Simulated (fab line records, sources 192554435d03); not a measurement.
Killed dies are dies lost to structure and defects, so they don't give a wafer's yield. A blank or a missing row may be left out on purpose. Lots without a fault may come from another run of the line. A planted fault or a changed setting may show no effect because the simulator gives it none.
fab line records | flow n5_finfet | part 1 of 2: steps 1 to 4 of 6
record lots=24 wafers=72 last_day=19
route steps=1938 shown SD_EPI_P@308 SDB@361 HKMG_FIN@400 GATE_CUT@466
lots that met no fault: from a run of the same line without faults
start_h: hours from the record's first day to the start of the lot's first wafer shown | wait_h: hours since the lot's step before | " the same as in the row above | L1.1+2: a row that stands for several wafers | - no value, or no start given | * or withheld: withheld | < > ~ a bound
route shown NAME@n: a module of which the file shows steps, and the number in the route of the first | usual: mean/standard deviation of fault-free wafers | same: alike in all rows | chamber/n: place in a boat | sites: the reading at each site | _std_site: their standard deviation | _edge_site: outer sites' mean less inner sites' | radius_mm: how far each site lies from the wafer's centre | mask NAME#n: copy n | behind: the tool/chamber that last shaped the wafer | hold: why the lot was held/for how many hours/how that ended | device: the transistor (n, p or np) that didn't switch | end of line: the same wafers' tests at the end of the route | a step without rows: its recipe alone | killed: dies lost to structure and defects at the first sort, not the wafer's yield | map: a wafer's dies, x killed, . not, _ none there
set.NAME: the setting as run; set.NAME@STEP: as run at that earlier step | model.NAME: the simulator's own value behind a step, which no gauge read
steps of the route over a sample of lots; a table a step, a row a wafer
services: from which hour (start_h, from the record's first day; less than 0 if before it) a tool's chamber was out of use, for how many hours, and why
## steps
# step N5_SD_EPI_P_ETCH_37
# recipe chemistry=N2/H2 target=SOC overetch_a=1080 mask_material=SiARC temp_c=40 ion_energy_ev=100 source_w=3000 bias_w=133 pressure_mtorr=20 time_s=486 n2_flow_sccm=200 h2_flow_sccm=200 ends=end_point
# usual drypump_motor_current_A=5.6/0.31 oes_product_au=0.70/0.061 rf_vpp_V=240.7/1.5 showerhead_plenum_p_Torr=2.54/0.095 throttle_valve_pct=23.82/0.29
# columns lot.wafer tool chamber start_h wait_h drypump_motor_current_A oes_product_au rf_hours_counter_h rf_vpp_V showerhead_plenum_p_Torr throttle_valve_pct
L074.1 rie_diel-01 2 54.76 0.0 5.7 0.67 173 240.5 2.53 23.98
L074.2 " 1 " " 5.6 0.67 174 242.4 2.64 23.82
L074.3 " 3 " " 5.7 0.72 91 239.9 2.47 23.74
L075.1 rie_diel-06 0 60.04 0.0 5.5 0.84 14 242.6 2.60 23.34
L075.4 " 2 " " 5.9 0.74 69 241.9 2.69 23.87
L075.5 " 2 " " 6.0 0.75 - 243.1 2.69 23.87
L076.1 rie_diel-06 0 65.06 0.0 5.5 0.84 16 240.8 2.59 23.37
L076.5 " 1 " " 5.9 0.60 - 240.8 2.60 23.99
L076.6 " 2 " " 5.9 0.74 - 242.1 2.69 23.88
L077.2 rie_diel-03 1 73.19 0.0 5.2 0.72 105 237.7 2.34 23.29
L077.3 " 0 " " 5.6 0.67 174 239.3 2.52 23.28
L077.6 " 2 " " 5.3 0.69 - 240.5 2.54 24.30
L078.2 rie_diel-03 3 77.21 0.0 5.7 0.65 194 240.8 2.53 24.11
L078.5 " 3 " " 5.7 0.65 - 239.7 2.53 24.11
L078.6 " 2 " " 5.3 0.69 - 240.6 2.54 24.29
L079.3 rie_diel-03 0 83.17 0.0 5.6 0.67 176 239.9 2.52 23.28
L079.4 " 1 " " 5.2 0.72 107 236.9 2.34 23.31
L079.6 " 2 " " 5.3 0.69 - 241.0 2.54 24.30
L080.1 rie_diel-06 2 88.94 0.0 6.0 0.74 80 244.7 2.69 23.89
L080.2 " 0 " " 5.5 0.82 24 242.3 2.59 23.38
L080.6 " 2 " " 6.0 0.74 - 242.2 2.69 23.90
L081.1 rie_diel-06 0 101.16 0.0 5.5 0.81 28 242.3 2.59 23.37
L081.3 " 3 " " 5.1 0.66 188 239.3 2.42 23.95
L081.6 " 3 " " 5.1 0.66 - 239.5 2.42 23.94
L082.1 rie_diel-01 3 104.47 0.0 5.7 0.71 106 239.9 2.46 23.75
L082.2 " 2 " " 5.7 0.66 188 241.1 2.53 23.98
L082.6 " 2 " " 5.7 0.66 - 240.8 2.53 23.97
L083.1 rie_diel-06 3 112.94 0.0 5.1 0.66 193 239.7 2.42 23.95
L083.3 " 1 " " 6.0 0.83 8 240.8 2.60 23.72
L083.5 " 2 " " 6.0 0.73 - 242.5 2.68 23.89
L084.1 rie_diel-03 3 116.61 0.0 5.7 0.65 203 241.0 2.52 24.13
L084.2 " 0 " " 5.6 0.66 184 240.4 2.52 23.31
L084.5 " 2 " " 5.3 0.68 - 241.7 2.54 24.32
L085.1 rie_diel-06 0 126.99 0.0 5.5 0.80 38 241.5 2.58 23.37
L085.2 " 2 " " 6.0 0.72 93 241.4 2.68 23.91
L085.6 " 2 " " 6.0 0.72 - 241.0 2.68 23.91
L086.1 rie_diel-03 1 130.92 0.0 5.2 0.71 120 238.1 2.34 23.34
L086.4 " 1 " " 5.2 0.71 - 238.4 2.34 23.34
L086.5 " 3 " " 5.7 0.64 - 241.5 2.52 24.13
L087.1 rie_diel-06 2 134.78 0.0 6.0 0.72 96 242.6 2.68 23.90
L087.5 " 1 " " 6.0 0.82 - 241.9 2.59 23.74
L087.6 " 0 " " 5.5 0.79 - 242.6 2.58 23.41
L088.1 rie_diel-01 2 138.70 0.0 5.7 0.65 200 240.5 2.52 24.01
L088.2 " 1 " " 5.6 0.65 199 241.5 2.63 23.85
L088.5 " 1 " " 5.6 0.64 - 241.4 2.63 23.87
L089.1 rie_diel-03 1 144.47 0.0 5.2 0.71 125 237.4 2.34 23.35
L089.2 " 0 " " 5.6 0.67 188 239.8 2.52 23.31
L089.5 " 0 " " 5.6 0.66 - 241.2 2.52 23.32
L090.1 rie_diel-01 1 148.22 0.0 5.6 0.64 201 242.5 2.63 23.87
L090.4 " 2 " " 5.7 0.65 202 239.5 2.52 23.98
L090.5 " 2 " " 5.7 0.65 - 241.5 2.52 23.99
L091.3 rie_diel-06 2 157.20 0.0 6.0 0.71 99 241.5 2.68 23.93
L091.4 " 3 " " 5.1 0.65 207 240.7 2.41 23.96
L091.5 " 1 " " 6.0 0.81 - 242.2 2.59 23.75
L092.1 rie_diel-03 1 160.72 0.0 5.2 0.70 130 236.7 2.33 23.34
L092.3 " 0 " " 5.6 0.66 193 241.5 2.51 23.32
L092.5 " 1 " " 5.2 0.70 - 239.1 2.33 23.31
L093.3 rie_diel-01 3 165.88 0.0 5.7 0.69 123 240.2 2.46 23.77
L093.5 " 2 " " 5.7 0.65 - 239.2 2.52 24.00
L093.6 " 1 " " 5.6 0.65 - 241.6 2.63 23.87
L094.1 rie_diel-01 0 174.21 0.0 5.1 0.74 71 240.4 2.57 23.88
L094.2 " 3 " " 5.7 0.69 125 240.5 2.46 23.76
L094.4 " 2 " " 5.7 0.64 208 239.1 2.52 24.00
L095.2 rie_diel-01 1 180.32 0.0 5.6 0.65 209 241.9 2.63 23.88
L095.5 " 3 " " 5.7 0.68 - 240.2 2.46 23.77
L095.6 " 2 " " 5.7 0.64 - 241.0 2.52 24.00
L096.1 rie_diel-06 2 183.80 0.0 6.0 0.71 106 243.2 2.67 23.93
L096.2 " 0 " " 5.5 0.78 53 241.0 2.58 23.41
L096.3 " 1 " " 6.0 0.79 28 242.1 2.59 23.75
L097.2 rie_diel-06 1 190.89 0.0 6.0 0.79 30 241.6 2.59 23.74
L097.4 " 0 " " 5.4 0.78 55 241.2 2.58 23.42
L097.6 " 3 " " 5.1 0.65 - 237.9 2.41 23.98
# step N5_SDB_ETCH_18
# recipe chemistry=N2/H2 target=SOC target_depth_a=1000 overetch_a=200 mask_material=SiARC temp_c=40 time_s=150 ion_energy_ev=200 pressure_mtorr=30 source_w=840 bias_w=150 n2_flow_sccm=200 h2_flow_sccm=200
# usual drypump_motor_current_A=5.8/0.39 oes_product_au=0.71/0.069 rf_vpp_V=525/3.3 showerhead_plenum_p_Torr=2.59/0.12 throttle_valve_pct=17.79/0.2
# columns lot.wafer tool chamber start_h wait_h drypump_motor_current_A oes_product_au rf_hours_counter_h rf_vpp_V showerhead_plenum_p_Torr throttle_valve_pct
L074.1 rie_diel-05 0 66.72 0.0 5.5 0.70 127 526 2.66 17.58
L074.2 " 1 " " 5.4 0.71 101 518 2.36 17.93
L074.3 " 3 " " 6.3 0.66 201 527 2.63 18.05
L075.1 rie_diel-02 0 73.30 0.0 5.3 0.85 2 530 2.72 17.51
L075.4 " 3 " " 5.9 0.69 151 528 2.65 17.69
L075.5 " 2 " " 6.4 0.61 - 524 2.52 18.05
L076.1 rie_diel-04 0 77.35 0.0 6.4 0.85 8 528 2.71 17.50
L076.5 " 2 " " 6.1 0.83 - 521 2.49 17.89
L076.6 " 1 " " 6.1 0.67 - 521 2.42 17.64
L077.2 rie_diel-05 3 84.63 0.0 6.3 0.65 205 528 2.63 18.06
L077.3 " 1 " " 5.4 0.71 105 518 2.36 17.96
L077.6 " 0 " " 5.6 0.70 - 526 2.66 17.61
L078.2 rie_diel-02 0 88.91 0.0 5.3 0.82 6 527 2.72 17.51
L078.5 " 0 " " 5.3 0.82 - 529 2.72 17.53
L078.6 " 3 " " 5.9 0.68 - 526 2.65 17.71
L079.3 rie_diel-02 1 94.97 0.0 5.5 0.77 52 530 2.69 17.64
L079.4 " 2 " " 6.4 0.62 219 524 2.52 18.07
L079.6 " 3 " " 5.9 0.68 - 528 2.65 17.70
L080.1 rie_diel-02 1 101.32 0.0 5.4 0.76 53 528 2.69 17.65
L080.2 " 3 " " 5.9 0.69 160 527 2.65 17.72
L080.6 " 3 " " 5.9 0.68 - 526 2.65 17.71
L081.1 rie_diel-02 3 112.60 0.0 5.9 0.68 164 526 2.65 17.72
L081.3 " 0 " " 5.3 0.80 15 531 2.71 17.52
L081.6 " 0 " " 5.3 0.79 - 528 2.71 17.52
L082.1 rie_diel-05 1 116.15 0.0 5.4 0.70 116 519 2.35 17.98
L082.2 " 3 " " 6.3 0.65 215 525 2.63 18.08
L082.6 " 3 " " 6.4 0.65 - 526 2.63 18.08
L083.1 rie_diel-02 3 124.82 0.0 5.9 0.68 169 525 2.65 17.70
L083.3 " 1 " " 5.5 0.75 63 527 2.68 17.65
L083.5 " 1 " " 5.5 0.75 - 529 2.68 17.65
L084.1 rie_diel-02 3 127.94 0.0 5.9 0.67 170 526 2.65 17.73
L084.2 " 2 " " 6.4 0.61 228 524 2.51 18.09
L084.5 " 3 " " 5.9 0.67 - 527 2.65 17.73
L085.1 rie_diel-05 0 139.05 0.0 5.5 0.68 151 527 2.65 17.62
L085.2 " 2 " " 5.8 0.87 0 529 2.72 17.64
L085.6 " 0 " " 5.5 0.68 - 527 2.65 17.62
L086.1 rie_diel-05 2 142.29 0.0 5.8 0.86 2 530 2.72 17.60
L086.4 " 3 " " 6.4 0.64 227 526 2.62 18.11
L086.5 " 2 " " 5.8 0.86 - 530 2.72 17.63
L087.1 rie_diel-02 1 149.01 0.0 5.5 0.74 72 528 2.68 17.67
L087.5 " 2 " " 6.4 0.61 - 523 2.51 18.10
L087.6 " 1 " " 5.4 0.74 - 528 2.68 17.68
L088.1 rie_diel-02 2 150.11 0.0 6.4 0.60 236 524 2.51 18.10
L088.2 " 0 " " 5.3 0.78 28 530 2.71 17.55
L088.5 " 2 " " 6.4 0.61 - 523 2.51 18.10
L089.1 rie_diel-04 2 155.89 0.0 6.1 0.78 47 523 2.48 17.94
L089.2 " 1 " " 6.1 0.66 201 521 2.41 17.67
L089.5 " 2 " " 6.1 0.78 - 523 2.48 17.95
L090.1 rie_diel-02 3 159.75 0.0 5.9 0.66 180 525 2.64 17.75
L090.4 " 0 " " 5.3 0.78 31 527 2.70 17.55
L090.5 " 2 " " 6.4 0.61 - 524 2.51 18.10
L091.3 rie_diel-05 3 168.83 0.0 6.3 0.62 235 527 2.62 18.11
L091.4 " 1 " " 5.4 0.68 134 518 2.35 17.99
L091.5 " 2 " " 5.8 0.83 - 528 2.72 17.66
L092.1 rie_diel-02 3 172.21 0.0 5.9 0.66 184 528 2.64 17.76
L092.3 " 2 " " 6.4 0.61 242 523 2.51 18.12
L092.5 " 2 " " 6.4 0.60 - 522 2.51 18.11
L093.3 rie_diel-04 3 178.14 0.0 6.0 0.65 200 523 2.52 17.80
L093.5 " 2 " " 6.1 0.77 - 522 2.48 17.97
L093.6 " 1 " " 6.1 0.65 - 521 2.41 17.69
L094.1 rie_diel-04 2 185.64 0.0 6.2 0.77 59 522 2.48 17.97
L094.2 " 3 " " 6.0 0.66 202 524 2.52 17.81
L094.4 " 1 " " 6.1 0.65 214 521 2.41 17.71
L095.2 rie_diel-05 3 191.66 0.0 6.3 0.63 241 526 2.62 18.13
L095.5 " 1 " " 5.4 0.68 - 518 2.34 18.02
L095.6 " 0 " " 5.5 0.67 - 527 2.64 17.65
L096.1 rie_diel-04 3 195.37 0.0 6.0 0.65 205 524 2.52 17.79
L096.2 " 2 " " 6.1 0.77 62 522 2.48 17.97
L096.3 " 0 " " 6.4 0.78 49 529 2.69 17.58
L097.2 rie_diel-02 0 202.63 0.0 5.3 0.75 46 527 2.70 17.58
L097.4 " 1 " " 5.5 0.73 - 527 2.67 17.69
L097.6 " 0 " " 5.3 0.75 - 528 2.70 17.60
# step N5_HKMG_FIN_INSPECT_61
# recipe mode=adi inspect_instrument=macro
# usual raw_defect_count=2.1/1.5
# columns lot.wafer tool chamber start_h wait_h raw_defect_count
L074.1 defect_inspect-02 - 72.79 0.0 0
L074.2 " - " " 2
L074.3 " - " " 4
L075.1 defect_inspect-01 - 78.68 0.0 5
L075.4 " - " " 1
L075.5 " - " " 0
L076.1 defect_inspect-01 - 82.83 0.0 1
L076.5 " - " " 3
L076.6 " - " " 0
L077.2 defect_inspect-01 - 90.01 0.0 3
L077.3 " - " " 3
L077.6 " - " " 1
L078.2 defect_inspect-01 - 97.18 0.0 3
L078.5 " - " " 3
L078.6 " - " " 1
L079.3 defect_inspect-01 - 102.98 0.0 2
L079.4 " - " " 1
L079.6 " - " " 3
L080.1 defect_inspect-01 - 106.71 0.0 2
L080.2 " - " " 4
L080.6 " - " " 0
L081.1 defect_inspect-01 - 118.35 0.0 2
L081.3 " - " " 2
L081.6 " - " " 1
L082.1 defect_inspect-02 - 121.86 0.0 1
L082.2 " - " " 2
L082.6 " - " " 4
L083.1 defect_inspect-01 - 130.29 0.0 1
L083.3 " - " " 1
L083.5 " - " " 2
L084.1 defect_inspect-01 - 133.33 0.0 0
L084.2 " - " " 0
L084.5 " - " " 7
L085.1 defect_inspect-01 - 144.83 0.0 3
L085.2 " - " " 2
L085.6 " - " " 3
L086.1 defect_inspect-02 - 148.05 0.0 5
L086.4 " - " " 2
L086.5 " - " " 2
L087.1 defect_inspect-01 - 154.94 0.0 1
L087.5 " - " " 5
L087.6 " - " " 2
L088.1 defect_inspect-02 - 155.61 0.0 0
L088.2 " - " " 1
L088.5 " - " " 2
L089.1 defect_inspect-01 - 161.52 0.0 0
L089.2 " - " " 2
L089.5 " - " " 1
L090.1 defect_inspect-02 - 165.45 0.0 4
L090.4 " - " " 3
L090.5 " - " " 1
L091.3 defect_inspect-02 - 174.25 0.0 2
L091.4 " - " " 4
L091.5 " - " " 3
L092.1 defect_inspect-02 - 177.66 0.0 1
L092.3 " - " " 2
L092.5 " - " " 3
L093.3 defect_inspect-01 - 184.18 0.0 2
L093.5 " - " " 4
L093.6 " - " " 2
L094.1 defect_inspect-02 - 191.57 0.0 3
L094.2 " - " " 4
L094.4 " - " " 1
L095.2 defect_inspect-02 - 196.90 0.0 1
L095.5 " - " " 3
L095.6 " - " " 2
L096.1 defect_inspect-02 - 201.19 0.0 2
L096.2 " - " " 2
L096.3 " - " " 2
L097.2 defect_inspect-02 - 208.10 0.0 2
L097.4 " - " " 2
L097.6 " - " " 1
# step N5_HKMG_FIN_DESCUM_53
# recipe chemistry=O2 time_s=7.9 source_power_w=50 bias_power_w=20 pressure_mtorr=20 rf_frequency_hz=2.712e+07 temp_c=40 resist=CAR-ArF o2_flow_sccm=225
# usual drypump_motor_current_A=5.9/0.33 oes_product_au=0.80/0.086 rf_vpp_V=243.4/1.6 showerhead_plenum_p_Torr=2.11/0.099 throttle_valve_pct=20.32/0.15
# columns lot.wafer tool chamber start_h wait_h drypump_motor_current_A oes_product_au rf_hours_counter_h rf_vpp_V showerhead_plenum_p_Torr throttle_valve_pct
L074.1 rie_diel-04 2 72.82 0.0 6.1 0.94 16 243.9 2.04 20.45
L074.2 " 0 " " 6.4 0.97 6 245.6 2.25 20.16
L074.3 " 1 " " 6.1 0.75 171 241.9 1.99 20.18
L075.1 rie_diel-02 1 79.21 0.5 5.5 0.85 48 244.9 2.21 20.27
L075.4 " 0 " " 5.3 0.95 3 245.8 2.23 20.11
L075.5 " 0 " " 5.3 0.96 - 245.2 2.23 20.10
L076.1 rie_diel-04 0 82.86 0.0 6.4 0.95 10 243.9 2.24 20.18
L076.5 " 2 " " 6.1 0.92 - 242.8 2.04 20.45
L076.6 " 3 " " 6.0 0.75 - 242.6 2.09 20.30
L077.2 rie_diel-04 1 90.05 0.0 6.1 0.75 177 241.9 1.99 20.20
L077.3 " 0 " " 6.4 0.95 12 245.3 2.24 20.17
L077.6 " 1 " " 6.1 0.75 - 242.0 1.99 20.17
L078.2 rie_diel-04 3 97.26 0.1 6.0 0.76 171 242.7 2.09 20.31
L078.5 " 2 " " 6.1 0.91 - 242.6 2.04 20.47
L078.6 " 1 " " 6.1 0.76 - 242.5 1.99 20.18
L079.3 rie_diel-04 2 103.33 0.4 6.1 0.90 29 242.1 2.04 20.46
L079.4 " 1 " " 6.1 0.75 183 241.8 1.99 20.20
L079.6 " 1 " " 6.1 0.75 - 240.9 1.99 20.20
L080.1 rie_diel-05 2 107.12 0.4 5.8 0.67 249 240.4 1.98 20.68
L080.2 " 1 " " 5.4 0.78 113 239.8 1.93 20.46
L080.6 " 2 " " 5.8 0.67 - 241.2 1.98 20.68
L081.1 rie_diel-02 0 118.38 0.0 5.3 0.90 17 244.5 2.23 20.11
L081.3 " 1 " " 5.5 0.83 61 244.2 2.21 20.30
L081.6 " 0 " " 5.3 0.91 - 245.9 2.23 20.11
L082.1 rie_diel-02 1 122.02 0.2 5.5 0.84 63 243.5 2.21 20.28
L082.2 " 2 " " 6.4 0.68 226 242.5 2.06 20.53
L082.6 " 3 " " 5.9 0.74 - 243.7 2.17 20.20
L083.1 rie_diel-04 1 130.33 0.0 6.1 0.75 194 241.3 1.98 20.21
L083.3 " 2 " " 6.1 0.90 39 242.9 2.03 20.48
L083.5 " 3 " " 6.0 0.74 - 244.3 2.08 20.33
L084.1 rie_diel-04 2 133.37 0.0 6.1 0.90 40 241.0 2.03 20.48
L084.2 " 0 " " 6.4 0.92 28 244.6 2.24 20.20
L084.5 " 2 " " 6.1 0.89 - 243.0 2.03 20.48
L085.1 rie_diel-04 3 144.87 0.0 6.0 0.74 188 243.5 2.08 20.34
L085.2 " 2 " " 6.1 0.89 44 243.4 2.03 20.49
L085.6 " 1 " " 6.1 0.74 - 242.9 1.98 20.21
L086.1 rie_diel-02 2 148.08 0.0 6.4 0.67 235 244.9 2.06 20.56
L086.4 " 1 " " 5.5 0.83 71 244.8 2.21 20.31
L086.5 " 1 " " 5.5 0.82 - 244.0 2.21 20.30
L087.1 rie_diel-04 3 154.97 0.0 6.0 0.74 191 244.0 2.08 20.35
L087.5 " 3 " " 6.0 0.74 - 242.8 2.08 20.34
L087.6 " 0 " " 6.4 0.91 - 245.4 2.24 20.22
L088.1 rie_diel-05 1 155.74 0.1 5.4 0.77 131 240.4 1.92 20.50
L088.2 " 2 " " 5.8 0.94 5 244.3 2.24 20.28
L088.5 " 0 " " 5.5 0.76 - 245.6 2.18 20.24
L089.1 rie_diel-02 1 161.56 0.0 5.5 0.82 75 244.3 2.20 20.30
L089.2 " 2 " " 6.4 0.67 239 242.5 2.05 20.57
L089.5 " 3 " " 5.9 0.73 - 244.4 2.17 20.22
L090.1 rie_diel-05 0 165.62 0.2 5.6 0.74 160 245.3 2.17 20.24
L090.4 " 2 " " 5.8 0.94 8 244.8 2.24 20.27
L090.5 " 2 " " 5.8 0.93 - 245.3 2.24 20.28
L091.3 rie_diel-02 0 174.31 0.1 5.3 0.86 35 244.6 2.22 20.16
L091.4 " 1 " " 5.5 0.82 79 243.7 2.20 20.34
L091.5 " 1 " " 5.5 0.82 - 244.4 2.20 20.31
L092.1 rie_diel-05 2 177.82 0.2 5.8 0.91 12 244.1 2.23 20.31
L092.3 " 3 " " 6.3 0.70 238 242.8 2.15 20.65
L092.5 " 0 " " 5.5 0.75 - 243.2 2.17 20.23
L093.3 rie_diel-04 2 184.29 0.1 6.1 0.86 58 243.0 2.03 20.51
L093.5 " 2 " " 6.1 0.86 - 242.8 2.03 20.51
L093.6 " 1 " " 6.1 0.72 - 240.5 1.98 20.23
L094.1 rie_diel-04 3 191.73 0.2 6.0 0.73 204 242.5 2.08 20.36
L094.2 " 2 " " 6.0 0.86 61 243.0 2.03 20.52
L094.4 " 0 " " 6.4 0.89 48 244.4 2.23 20.22
L095.2 rie_diel-04 1 197.06 0.2 6.1 0.72 217 240.8 1.98 20.23
L095.5 " 1 " " 6.1 0.72 - 241.9 1.98 20.25
L095.6 " 2 " " 6.1 0.86 - 242.0 2.03 20.52
L096.1 rie_diel-02 3 201.34 0.1 5.9 0.72 195 243.1 2.16 20.24
L096.2 " 0 " " 5.3 0.85 45 243.8 2.22 20.15
L096.3 " 1 " " 5.5 0.80 89 244.5 2.20 20.34
L097.2 rie_diel-04 0 208.57 0.5 6.4 0.87 54 245.0 2.23 20.22
L097.4 " 3 " " 5.9 0.73 210 242.9 2.07 20.38
L097.6 " 2 " " 6.1 0.84 - 242.1 2.02 20.51
